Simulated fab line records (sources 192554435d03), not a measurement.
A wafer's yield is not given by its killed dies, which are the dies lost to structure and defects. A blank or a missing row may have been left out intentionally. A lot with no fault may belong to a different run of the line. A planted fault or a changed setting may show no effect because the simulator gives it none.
Chamber matching | flow n5Finfet | N5_BEOL_M0_SAQP_ETCH_101 on rieDiel-01 has 4 sister chambers
The step etches SiNx in CH3F/O2, target depth 29.9 nm, time 42.7 s. 4 wafers are shown with their chamber, then 8 later ones without.

== WAFERS PAIRED WITH THEIR CHAMBERS ==
wafer  | chamber | showerheadPlenumPTorr (Torr)
L088.5 | 3       | 2.04
L090.2 | 1       | 2.01
L090.6 | 2       | 1.93
L092.2 | 0       | 2.12

== WAFERS WITHOUT THEIR CHAMBER ==
wafer  | showerheadPlenumPTorr (Torr)
L092.4 | 2.04
L092.5 | 2.12
L094.1 | 1.93
L094.3 | 2.00
L094.4 | 2.12
L095.2 | 1.93
L095.4 | 2.12
L095.5 | 2.00

== EACH ONE'S CHAMBER ==
wafer  | from the rows above | in truth
L092.4 | 3                   | 3
L092.5 | 0                   | 0
L094.1 | 2                   | 2
L094.3 | 1                   | 1
L094.4 | 0                   | 0
L095.2 | 2                   | 2
L095.4 | 0                   | 0
L095.5 | 1                   | 1
Correctly placed: 8 of 8. Left unplaced by these rows: 0. Wrongly placed: 0.
How it was worked out, from the rows above alone: a wafer's distance from a chamber is the root of the sum, over the readings, of the square of ((its reading less the chamber's mean) divided by the reading's scatter). If the next closest chamber is less than 2 further off than the closest, the wafer can't be placed; otherwise it belongs to the closest. A chamber's mean is the mean of its shown wafers. The scatter: root of mean squared gap, hidden wafer to nearest shown wafer, with one shown wafer a chamber.
